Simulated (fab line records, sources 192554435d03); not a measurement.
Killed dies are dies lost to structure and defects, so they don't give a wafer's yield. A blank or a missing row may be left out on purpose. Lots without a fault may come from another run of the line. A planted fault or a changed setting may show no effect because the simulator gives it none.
fab line records | flow n5_finfet
record lots=24 wafers=72 last_day=17
route steps=1938 shown BEOL_M8@1389 BEOL_M9@1414
lots that met no fault: from a run of the same line without faults
start_h: hours from the record's first day to the start of the lot's first wafer shown | wait_h: hours since the lot's step before | " the same as in the row above | L1.1+2: a row that stands for several wafers | - no value, or no start given | * or withheld: withheld | < > ~ a bound
route shown NAME@n: a module of which the file shows steps, and the number in the route of the first | usual: mean/standard deviation of fault-free wafers | same: alike in all rows | chamber/n: place in a boat | sites: the reading at each site | _std_site: their standard deviation | _edge_site: outer sites' mean less inner sites' | radius_mm: how far each site lies from the wafer's centre | mask NAME#n: copy n | behind: the tool/chamber that last shaped the wafer | hold: why the lot was held/for how many hours/how that ended | device: the transistor (n, p or np) that didn't switch | end of line: the same wafers' tests at the end of the route | a step without rows: its recipe alone | killed: dies lost to structure and defects at the first sort, not the wafer's yield | map: a wafer's dies, x killed, . not, _ none there
set.NAME: the setting as run; set.NAME@STEP: as run at that earlier step | model.NAME: the simulator's own value behind a step, which no gauge read
steps of the route over a sample of lots; a table a step, a row a wafer
services: from which hour (start_h, from the record's first day; less than 0 if before it) a tool's chamber was out of use, for how many hours, and why
## steps
# step N5_BEOL_M8_ALD_77
# recipe material=TaN target_thk_a=20 temp_c=275 ald_precursor_family=PDMAT ald_co_reactant=NH3 pressure_torr=3 carrier_flow_sccm=1500 pulse_time_s=2 purge_time_s=3 co_reactant_purge_time_s=2 co_reactant_pulse_time_s=3 ald_cycles=40 precursor_vessel_temp_c=75 precursor_vessel_pressure_torr=26.25 precursor_vessel_carrier_sccm=1000
# usual heater_power_w=410/34 susceptor_temp_C=275.01/0.17
# columns lot.wafer tool chamber start_h wait_h heater_power_w susceptor_temp_C
L074.1 ald_metal-04 1 200.50 0.0 429 275.40
L074.2 " 3 " " 381 275.03
L074.3 " 2 " " 487 275.05
L075.2 ald_metal-02 3 205.30 0.1 367 274.77
L075.3 " 0 " " 390 274.88
L075.6 " 3 " " 358 274.73
L076.2 ald_metal-02 0 214.79 0.0 387 275.23
L076.5 " 1 " " 422 274.93
L076.6 " 0 " " 397 275.24
L077.1 ald_metal-04 2 215.03 0.0 462 275.36
L077.2 " 3 " " 380 274.91
L077.5 " 1 " " 436 275.11
L078.2 ald_metal-01 1 222.64 0.1 490 275.07
L078.4 " 2 " " 408 275.08
L078.6 " 3 " " 381 274.94
L079.1 ald_metal-04 3 229.58 0.0 375 275.12
L079.2 " 0 " " 418 275.07
L079.4 " 2 " " 479 274.89
L080.2 ald_metal-02 0 230.70 0.1 391 275.00
L080.3 " 1 " " 424 275.24
L080.6 " 2 " " 385 274.90
L082.2 ald_metal-02 1 242.90 0.1 423 275.12
L082.3 " 0 " " 393 275.02
L082.6 " 2 " " 383 275.29
L081.1 ald_metal-02 0 246.89 0.0 390 274.83
L081.3 " 3 " " 359 274.77
L081.6 " 2 " " 378 274.75
L083.3 ald_metal-04 0 252.23 0.1 432 275.08
L083.4 " 2 " " 464 274.94
L083.5 " 3 " " 385 275.17
L084.1 ald_metal-02 3 260.62 0.1 369 274.72
L084.2 " 0 " " 393 275.04
L084.4 " 0 " " 397 274.89
L086.2 ald_metal-02 0 265.69 0.1 389 274.90
L086.3 " 3 " " 365 275.02
L086.4 " 2 " " 380 275.18
L085.1 ald_metal-01 0 275.03 0.0 416 274.83
L085.4 " 1 " " 504 274.83
L085.5 " 3 " " 381 274.58
L087.4 ald_metal-02 2 275.30 0.1 390 275.20
L087.5 " 3 " " 371 275.08
L087.6 " 0 " " 405 275.19
L088.2 ald_metal-04 1 283.04 0.0 427 274.63
L088.4 " 3 " " 383 275.11
L088.6 " 2 " " 474 275.00
L089.2 ald_metal-02 1 283.47 0.0 414 274.97
L089.3 " 2 " " 384 274.92
L089.6 " 1 " " 432 274.87
L090.4 ald_metal-04 1 299.99 0.0 429 274.92
L090.5 " 0 " " 431 274.75
L090.6 " 1 " " 431 275.00
L091.1 ald_metal-01 1 307.51 0.3 501 275.06
L091.4 " 3 " " 384 275.14
L091.5 " 3 " " 382 275.17
L092.1 ald_metal-01 0 309.40 0.1 419 274.75
L092.2 " 3 " " 388 274.94
L092.4 " 2 " " 415 274.74
L093.1 ald_metal-04 0 312.45 0.1 437 275.18
L093.3 " 3 " " 376 275.18
L093.4 " 2 " " 462 275.05
L094.4 ald_metal-02 1 320.33 0.0 424 275.07
L094.5 " 3 " " 373 275.07
L094.6 " 2 " " 380 275.27
L095.2 ald_metal-04 1 328.21 0.1 423 274.92
L095.3 " 3 " " 379 275.09
L095.5 " 2 " " 458 275.22
L097.3 ald_metal-04 1 335.19 0.0 430 275.04
L097.4 " 3 " " 381 275.33
L097.6 " 0 " " 433 274.82
L096.1 ald_metal-02 2 339.36 0.1 392 274.90
L096.2 " 1 " " 428 274.84
L096.3 " 0 " " 395 275.27
# step N5_BEOL_M9_CD_MEAS_11
# recipe target_cd_nm=64.1 landing_energy_ev=500 detector=se_inlens polarity=opening
# usual cd_nm=64.2/0.53
# same landing_energy_ev=500
# columns lot.wafer tool chamber start_h wait_h cd_nm
L074.1 cd_sem-03 0 204.98 - 64.0
L074.2 " 0 " " 64.1
L074.3 " 0 " " 64.8
L075.2 cd_sem-01 0 209.18 - 64.0
L075.3 " 0 " " 64.0
L075.6 " 0 " " 64.1
L076.2 cd_sem-03 0 218.85 - 63.6
L076.5 " 0 " " 63.0
L076.6 " 0 " " 64.0
L077.1 cd_sem-03 0 219.01 - 64.3
L077.2 " 0 " " 65.0
L077.5 " 0 " " 64.1
L078.2 cd_sem-03 0 226.50 - 64.1
L078.4 " 0 " " 63.8
L078.6 " 0 " " 64.1
L079.1 cd_sem-01 0 233.61 - 64.6
L079.2 " 0 " " 64.6
L079.4 " 0 " " 64.7
L080.2 cd_sem-02 0 235.70 - 64.1
L080.3 " 0 " " 64.4
L080.6 " 0 " " 64.5
L082.2 cd_sem-03 0 248.31 - 65.2
L082.3 " 0 " " 64.4
L082.6 " 0 " " 64.0
L081.1 cd_sem-02 0 251.19 - 63.7
L081.3 " 0 " " 65.1
L081.6 " 0 " " 63.7
L083.3 cd_sem-02 0 257.95 - 64.0
L083.4 " 0 " " 64.3
L083.5 " 0 " " 63.9
L084.1 cd_sem-03 0 265.36 - 64.8
L084.2 " 0 " " 64.1
L084.4 " 0 " " 65.2
L086.2 cd_sem-01 0 268.96 - 63.6
L086.3 " 0 " " 63.8
L086.4 " 0 " " 63.4
L085.1 cd_sem-02 0 281.36 - 65.0
L085.4 " 0 " " 64.5
L085.5 " 0 " " 65.1
L087.4 cd_sem-01 0 281.56 - 64.3
L087.5 " 0 " " 63.9
L087.6 " 0 " " 64.2
L088.2 cd_sem-02 0 286.68 - 63.8
L088.4 " 0 " " 64.3
L088.6 " 0 " " 64.2
L089.2 cd_sem-01 0 286.85 - 63.7
L089.3 " 0 " " 63.8
L089.6 " 0 " " 64.1
L090.4 cd_sem-01 0 303.90 - 63.8
L090.5 " 0 " " 64.2
L090.6 " 0 " " 64.6
L091.1 cd_sem-02 0 312.38 - 63.9
L091.4 " 0 " " 65.0
L091.5 " 0 " " 64.3
L092.1 cd_sem-01 0 315.90 - 64.0
L092.2 " 0 " " 64.6
L092.4 " 0 " " 64.5
L093.1 cd_sem-01 0 316.42 - 64.0
L093.3 " 0 " " 64.4
L093.4 " 0 " " 64.3
L094.4 cd_sem-01 0 328.05 - 64.0
L094.5 " 0 " " 64.1
L094.6 " 0 " " 64.0
L095.2 cd_sem-02 0 331.79 - 63.9
L095.3 " 0 " " 64.1
L095.5 " 0 " " 64.9
L097.3 cd_sem-01 0 339.13 - 62.8
L097.4 " 0 " " 63.5
L097.6 " 0 " " 62.9
L096.1 cd_sem-01 0 343.48 - 64.0
L096.2 " 0 " " 64.1
L096.3 " 0 " " 64.6
# step N5_BEOL_M9_TRENCH_ETCH_37
# recipe chemistry=C4F6/O2 target_depth_a=1514.3 target=SiCOH_lowk time_s=49 ion_energy_ev=250 pressure_mtorr=30 source_w=345 bias_w=185 Ar_flow_sccm=300 C4F6_flow_sccm=10 O2_flow_sccm=10
# usual bias_w=185.0/0.51 drypump_motor_current_A=5.7/0.3 oes_product_au=0.74/0.069 rf_fwd_power_W=341.6/1.4 rf_vpp_V=667/12 showerhead_plenum_p_Torr=2.84/0.091 throttle_valve_pct=21.02/0.2
# columns lot.wafer tool chamber start_h wait_h bias_w drypump_motor_current_A oes_product_au rf_fwd_power_W rf_hours_counter_h rf_vpp_V showerhead_plenum_p_Torr throttle_valve_pct
L074.1 rie_diel-06 1 - - 185.5 5.9 0.72 342.8 179 676 2.95 21.02
L074.2 " 0 " " 185.7 5.8 0.72 340.8 160 649 2.84 21.17
L074.3 " 3 " " 185.6 5.8 0.89 341.8 45 655 2.90 21.17
L075.2 rie_diel-03 1 - - 185.7 6.2 0.72 341.8 200 669 2.72 21.13
L075.3 " 0 " " 185.5 5.4 0.70 344.4 207 676 2.81 21.04
L075.6 " 3 " " 185.3 5.2 0.74 341.5 - 654 2.85 21.09
L076.2 rie_diel-06 0 - - 185.4 5.8 0.73 339.1 163 649 2.84 21.18
L076.5 " 1 " " 184.9 5.9 0.72 343.5 - 677 2.95 21.00
L076.6 " 0 " " 185.8 5.8 0.72 339.3 - 649 2.84 21.18
L077.1 rie_diel-06 2 - - 184.4 5.5 0.68 339.8 221 665 2.80 20.77
L077.2 " 0 " " 184.8 5.8 0.72 340.3 164 649 2.84 21.17
L077.5 " 3 " " 184.4 5.8 0.88 340.7 - 656 2.90 21.16
L078.2 rie_diel-06 2 - - 183.6 5.5 0.68 341.5 223 665 2.80 20.79
L078.4 " 3 " " 185.3 5.8 0.87 341.8 52 655 2.89 21.16
L078.6 " 1 " " 185.3 5.9 0.72 343.1 - 676 2.94 21.00
L079.1 rie_diel-03 0 - - 184.8 5.4 0.70 341.5 216 676 2.81 21.06
L079.2 " 3 " " 184.8 5.2 0.73 340.9 196 653 2.84 21.11
L079.4 " 0 " " 184.3 5.4 0.70 342.8 - 677 2.81 21.05
L080.2 rie_diel-06 2 - - 185.6 5.5 0.68 340.8 226 664 2.80 20.79
L080.3 " 3 " " 185.3 5.8 0.88 342.3 54 656 2.89 21.18
L080.6 " 3 " " 185.4 5.8 0.87 341.1 - 654 2.89 21.15
L082.2 rie_diel-03 0 - - 185.7 5.4 0.70 344.0 223 676 2.80 21.07
L082.3 " 3 " " 184.9 5.3 0.72 342.6 204 653 2.84 21.15
L082.6 " 1 " " 185.3 6.3 0.71 341.9 - 670 2.71 21.16
L081.1 rie_diel-03 0 - - 184.7 5.4 0.70 343.2 225 675 2.80 21.08
L081.3 " 2 " " 184.5 5.5 0.88 342.2 19 676 3.03 20.83
L081.6 " 3 " " 184.9 5.2 0.73 341.0 - 654 2.84 21.14
L083.3 rie_diel-03 1 - - 185.5 6.2 0.70 340.4 219 670 2.71 21.15
L083.4 " 3 " " 184.3 5.3 0.73 340.9 207 655 2.84 21.13
L083.5 " 1 " " 184.4 6.2 0.70 340.6 - 669 2.71 21.15
L084.1 rie_diel-06 3 - - 184.6 5.8 0.86 341.8 63 655 2.89 21.18
L084.2 " 0 " " 184.5 5.8 0.71 338.8 178 647 2.83 21.20
L084.4 " 2 " " 184.9 5.5 0.67 339.3 234 663 2.79 20.82
L086.2 rie_diel-03 2 - - 184.6 5.6 0.87 342.1 24 673 3.03 20.84
L086.3 " 0 " " 185.2 5.4 0.70 342.3 229 674 2.80 21.06
L086.4 " 3 " " 185.3 5.2 0.71 341.9 211 654 2.84 21.14
L085.1 rie_diel-05 3 - - 184.6 6.1 0.83 341.2 47 691 3.01 21.07
L085.4 " 2 " " 185.2 5.6 0.85 343.8 74 663 2.88 20.81
L085.5 " 2 " " 184.5 5.6 0.85 343.4 - 664 2.88 20.81
L087.4 rie_diel-05 3 - - 184.2 6.1 0.85 341.4 47 690 3.01 21.07
L087.5 " 0 " " 184.6 5.8 0.74 341.7 - 656 2.72 21.20
L087.6 " 3 " " 184.5 6.1 0.84 341.3 - 690 3.01 21.08
L089.2 rie_diel-05 3 - - 184.8 6.1 0.84 343.1 48 691 3.01 21.08
L089.3 " 1 " " 185.2 5.7 0.72 340.6 197 684 2.80 20.55
L089.6 " 0 " " 185.8 5.9 0.74 341.1 - 656 2.72 21.21
L088.2 rie_diel-03 1 - - 184.9 6.2 0.70 340.6 228 668 2.71 21.16
L088.4 " 2 " " 186.5 5.6 0.88 342.5 29 674 3.02 20.86
L088.6 " 0 " " 184.8 5.4 0.69 344.5 - 675 2.80 21.09
L090.4 rie_diel-03 0 - - 185.5 5.4 0.69 342.2 241 675 2.80 21.10
L090.5 " 0 " " 185.5 5.4 0.68 342.9 - 676 2.80 21.09
L090.6 " 3 " " 184.3 5.2 0.71 342.2 - 655 2.83 21.16
L091.1 rie_diel-05 1 - - 183.9 5.8 0.71 340.4 205 685 2.80 20.55
L091.4 " 2 " " 184.9 5.5 0.84 342.4 - 663 2.87 20.81
L091.5 " 1 " " 184.6 5.7 0.71 339.0 - 685 2.80 20.53
L092.1 rie_diel-03 0 - - 184.7 5.4 0.69 342.5 244 675 2.80 21.11
L092.2 " 3 " " 184.8 5.2 0.71 340.9 225 653 2.83 21.16
L092.4 " 1 " " 185.3 6.2 0.69 342.2 237 670 2.70 21.19
L093.1 rie_diel-05 1 - - 185.5 5.7 0.70 339.0 207 684 2.80 20.55
L093.3 " 0 " " 185.5 5.8 0.73 341.6 - 657 2.72 21.23
L093.4 " 1 " " 185.8 5.7 0.70 339.1 - 685 2.80 20.56
L094.4 rie_diel-03 2 - - 185.5 5.5 0.84 342.5 42 675 3.02 20.86
L094.5 " 3 " " 184.7 5.3 0.72 339.9 - 652 2.83 21.17
L094.6 " 0 " " 185.1 5.4 0.68 342.8 - 674 2.79 21.13
L095.2 rie_diel-06 2 - - 185.2 5.5 1.00 341.0 1 664 2.79 20.39
L095.3 " 3 " " 185.4 5.8 0.84 341.1 86 656 2.88 21.21
L095.5 " 0 " " 184.8 5.8 0.69 339.4 - 647 2.82 21.23
L097.3 rie_diel-03 0 - - 184.5 5.4 0.69 344.1 250 676 2.79 21.13
L097.4 " 1 " " 184.8 6.2 0.69 342.9 243 668 2.70 21.20
L097.6 " 3 " " 185.2 5.2 0.72 341.3 - 653 2.83 21.17
L096.1 rie_diel-05 2 - - 184.5 5.6 0.84 340.7 93 663 2.87 20.84
L096.2 " 1 " " 184.1 5.7 0.69 341.4 215 685 2.79 20.58
L096.3 " 3 " " 184.7 6.2 0.82 340.5 63 689 3.00 21.11
# step N5_BEOL_M9_CD_MEAS_35
# recipe target_cd_nm=70 target_cd_y_nm=40 polarity=opening
# usual cd_nm=70.0/0.73
# columns lot.wafer tool chamber start_h wait_h cd_nm
L074.1 cd_sem-02 - 208.02 0.0 69.7
L074.2 " - " " 70.0
L074.3 " - " " 70.9
L075.2 cd_sem-02 - 211.43 0.0 70.2
L075.3 " - " " 69.0
L075.6 " - " " 70.0
L076.2 cd_sem-03 - 220.59 0.0 70.2
L076.5 " - " " 69.9
L076.6 " - " " 70.1
L077.1 cd_sem-01 - 222.84 0.0 70.2
L077.2 " - " " 70.2
L077.5 " - " " 69.8
L078.2 cd_sem-03 - 229.24 0.0 70.5
L078.4 " - " " 69.3
L078.6 " - " " 70.8
L079.1 cd_sem-02 - 235.52 0.0 69.2
L079.2 " - " " 71.0
L079.4 " - " " 71.1
L080.2 cd_sem-01 - 238.04 0.0 69.4
L080.3 " - " " 70.3
L080.6 " - " " 70.2
L082.2 cd_sem-02 - 252.73 0.0 70.9
L082.3 " - " " 70.1
L082.6 " - " " 69.2
L081.1 cd_sem-03 - 257.60 0.0 69.3
L081.3 " - " " 70.7
L081.6 " - " " 68.6
L083.3 cd_sem-02 - 259.65 0.0 70.6
L083.4 " - " " 70.1
L083.5 " - " " 69.4
L084.1 cd_sem-01 - 267.33 0.0 69.7
L084.2 " - " " 69.7
L084.4 " - " " 70.3
L086.2 cd_sem-03 - 271.40 0.0 70.0
L086.3 " - " " 68.8
L086.4 " - " " 69.4
L085.1 cd_sem-03 - 283.24 0.0 71.2
L085.4 " - " " 70.1
L085.5 " - " " 70.5
L087.4 cd_sem-01 - 284.11 0.0 70.2
L087.5 " - " " 69.7
L087.6 " - " " 69.8
L089.2 cd_sem-03 - 289.92 0.0 69.5
L089.3 " - " " 69.5
L089.6 " - " " 70.5
L088.2 cd_sem-02 - 289.99 0.0 69.2
L088.4 " - " " 70.8
L088.6 " - " " 69.2
L090.4 cd_sem-02 - 308.20 0.0 69.2
L090.5 " - " " 69.9
L090.6 " - " " 70.1
L091.1 cd_sem-01 - 315.52 0.0 69.6
L091.4 " - " " 70.9
L091.5 " - " " 70.6
L092.1 cd_sem-03 - 317.77 0.0 70.2
L092.2 " - " " 70.9
L092.4 " - " " 69.8
L093.1 cd_sem-03 - 318.67 0.0 69.8
L093.3 " - " " 70.5
L093.4 " - " " 70.5
L094.4 cd_sem-03 - 330.42 0.0 70.4
L094.5 " - " " 69.5
L094.6 " - " " 69.2
L095.2 cd_sem-02 - 334.31 0.0 70.5
L095.3 " - " " 70.2
L095.5 " - " " 70.8
L097.3 cd_sem-03 - 342.10 0.0 68.5
L097.4 " - " " 68.7
L097.6 " - " " 68.6
L096.1 cd_sem-02 - 345.17 0.0 69.1
L096.2 " - " " 69.8
L096.3 " - " " 70.4
# step N5_BEOL_M9_ALD_74
# recipe material=TaN target_thk_a=20 temp_c=275 ald_precursor_family=PDMAT ald_co_reactant=NH3 pressure_torr=3 carrier_flow_sccm=1500 pulse_time_s=2 purge_time_s=3 co_reactant_purge_time_s=2 co_reactant_pulse_time_s=3 ald_cycles=40 precursor_vessel_temp_c=75 precursor_vessel_pressure_torr=26.25 precursor_vessel_carrier_sccm=1000
# usual heater_power_w=407/34 susceptor_temp_C=275.00/0.18
# columns lot.wafer tool chamber start_h wait_h heater_power_w susceptor_temp_C
L074.1 ald_metal-03 3 208.69 0.2 361 274.87
L074.2 " 1 " " 469 274.99
L074.3 " 2 " " 396 275.32
L075.2 ald_metal-02 1 212.25 0.0 417 274.88
L075.3 " 3 " " 377 274.86
L075.6 " 0 " " 397 274.84
L076.2 ald_metal-04 1 222.93 0.1 427 275.23
L076.5 " 0 " " 427 274.86
L076.6 " 1 " " 436 275.05
L077.1 ald_metal-03 1 223.47 0.0 454 274.96
L077.2 " 0 " " 383 274.61
L077.5 " 0 " " 371 274.96
L078.2 ald_metal-04 2 229.84 0.1 470 274.55
L078.4 " 1 " " 435 274.85
L078.6 " 0 " " 435 274.91
L079.1 ald_metal-03 0 236.35 0.2 378 274.95
L079.2 " 2 " " 396 275.03
L079.4 " 1 " " 460 274.80
L080.2 ald_metal-04 0 238.71 0.0 424 275.01
L080.3 " 3 " " 371 274.70
L080.6 " 0 " " 421 274.95
L082.2 ald_metal-02 3 253.92 0.2 373 275.20
L082.3 " 2 " " 384 275.14
L082.6 " 3 " " 373 275.07
L081.1 ald_metal-02 1 258.70 0.3 416 275.08
L081.3 " 3 " " 367 274.99
L081.6 " 0 " " 393 274.88
L083.3 ald_metal-04 3 260.19 0.1 385 274.89
L083.4 " 2 " " 460 275.12
L083.5 " 0 " " 426 274.91
L084.1 ald_metal-03 3 267.81 0.0 357 275.02
L084.2 " 0 " " 388 274.87
L084.4 " 2 " " 411 274.90
L086.2 ald_metal-02 3 272.00 0.0 372 275.40
L086.3 " 1 " " 431 274.89
L086.4 " 2 " " 393 275.07
L085.1 ald_metal-03 3 284.19 0.1 351 275.03
L085.4 " 2 " " 404 274.75
L085.5 " 0 " " 369 274.73
L087.4 ald_metal-03 0 285.09 0.0 373 274.89
L087.5 " 0 " " 378 274.85
L087.6 " 1 " " 455 275.16
L089.2 ald_metal-04 3 290.70 0.0 373 275.06
L089.3 " 2 " " 468 275.01
L089.6 " 1 " " 434 274.99
L088.2 ald_metal-02 1 290.78 0.0 422 274.76
L088.4 " 3 " " 365 274.85
L088.6 " 1 " " 428 274.94
L090.4 ald_metal-02 0 308.92 0.2 387 275.11
L090.5 " 3 " " 370 275.03
L090.6 " 1 " " 426 275.20
L091.1 ald_metal-04 0 316.21 0.0 432 274.95
L091.4 " 2 " " 475 274.93
L091.5 " 3 " " 388 275.07
L092.1 ald_metal-02 3 319.07 0.1 364 275.14
L092.2 " 2 " " 389 275.42
L092.4 " 1 " " 432 275.06
L093.1 ald_metal-02 3 319.81 0.0 369 275.24
L093.3 " 2 " " 382 275.19
L093.4 " 1 " " 427 274.94
L094.4 ald_metal-03 1 331.31 0.0 469 274.97
L094.5 " 1 " " 460 274.73
L094.6 " 2 " " 398 274.96
L095.2 ald_metal-02 0 335.11 0.0 395 275.02
L095.3 " 3 " " 370 274.91
L095.5 " 1 " " 422 275.32
L097.3 ald_metal-04 2 343.36 0.1 456 274.96
L097.4 " 1 " " 425 274.84
L097.6 " 0 " " 429 275.43
L096.1 ald_metal-04 2 346.10 0.2 464 275.21
L096.2 " 1 " " 441 274.86
L096.3 " 0 " " 426 275.10
# step N5_BEOL_M9_INSPECT_58
# recipe inspect_instrument=darkfield mode=post_dep
# usual raw_defect_count=76/24
# columns lot.wafer tool chamber start_h wait_h raw_defect_count
L074.1 defect_inspect-01 - 210.80 0.0 81
L074.2 " - " " 99
L074.3 " - " " 108
L075.2 defect_inspect-02 - 214.52 0.0 74
L075.3 " - " " 67
L075.6 " - " " 89
L076.2 defect_inspect-01 - 224.53 0.0 90
L076.5 " - " " 69
L076.6 " - " " 107
L077.1 defect_inspect-02 - 225.24 0.3 84
L077.2 " - " " 95
L077.5 " - " " 112
L078.2 defect_inspect-02 - 231.37 0.0 53
L078.4 " - " " 29
L078.6 " - " " 37
L079.1 defect_inspect-02 - 239.07 0.0 58
L079.2 " - " " 41
L079.4 " - " " 42
L080.2 defect_inspect-02 - 240.27 0.0 111
L080.3 " - " " 103
L080.6 " - " " 123
L082.2 defect_inspect-02 - 255.45 0.0 76
L082.3 " - " " 87
L082.6 " - " " 99
L081.1 defect_inspect-01 - 260.76 0.0 37
L081.3 " - " " 82
L081.6 " - " " 77
L083.3 defect_inspect-02 - 262.01 0.0 57
L083.4 " - " " 84
L083.5 " - " " 88
L084.1 defect_inspect-02 - 269.90 0.0 42
L084.2 " - " " 75
L084.4 " - " " 59
L086.2 defect_inspect-01 - 273.91 0.0 47
L086.3 " - " " 60
L086.4 " - " " 65
L085.1 defect_inspect-01 - 285.74 0.0 67
L085.4 " - " " 76
L085.5 " - " " 77
L087.4 defect_inspect-02 - 286.78 0.0 71
L087.5 " - " " 91
L087.6 " - " " 94
L089.2 defect_inspect-02 - 293.23 0.0 85
L089.3 " - " " 49
L089.6 " - " " 66
L088.2 defect_inspect-01 - 293.45 0.0 61
L088.4 " - " " 52
L088.6 " - " " 57
L090.4 defect_inspect-01 - 310.57 0.0 86
L090.5 " - " " 116
L090.6 " - " " 90
L091.1 defect_inspect-01 - 317.76 0.0 60
L091.4 " - " " 64
L091.5 " - " " 81
L092.1 defect_inspect-02 - 320.66 0.0 96
L092.2 " - " " 71
L092.4 " - " " 67
L093.1 defect_inspect-02 - 321.29 0.0 50
L093.3 " - " " 79
L093.4 " - " " 54
L094.4 defect_inspect-02 - 332.98 0.0 63
L094.5 " - " " 94
L094.6 " - " " 80
L095.2 defect_inspect-02 - 337.01 0.0 69
L095.3 " - " " 122
L095.5 " - " " 76
L097.3 defect_inspect-01 - 345.68 0.0 74
L097.4 " - " " 57
L097.6 " - " " 113
L096.1 defect_inspect-01 - 349.17 0.0 82
L096.2 " - " " 84
L096.3 " - " " 93
## services
# columns tool chamber start_h hours kind
ald_metal-04 - 181.93 6.0 pm
rie_diel-03 2 214.25 38.8 repair
ald_metal-03 - 217.57 1.8 repair
ald_metal-04 - 225.09 1.3 repair
ald_metal-01 0 234.92 2.9 repair
ald_metal-04 1 236.48 6.2 repair
ald_metal-02 2 254.25 10.7 repair
rie_diel-06 0 270.40 9.1 repair
rie_diel-05 2 270.47 12.0 repair
ald_metal-03 - 291.59 6.4 repair
ald_metal-04 3 295.07 4.1 repair
ald_metal-01 - 310.19 1.3 repair
rie_diel-05 3 312.55 6.6 repair
ald_metal-03 - 314.63 8.7 pm
rie_diel-06 2 316.25 - clean
rie_diel-06 2 316.25 - consumable_replace:focus_ring
rie_diel-05 2 317.23 1.2 repair
rie_diel-03 2 331.22 2.2 repair
ald_metal-03 - 337.25 14.0 pm
ald_metal-03 0 337.25 14.0 vent_cycle
rie_diel-03 0 341.81 - clean
rie_diel-03 0 341.81 - consumable_replace:focus_ring
rie_diel-03 0 341.81 16.5 scheduled_down
rie_diel-03 0 341.81 16.5 vent_cycle
## key
fault none
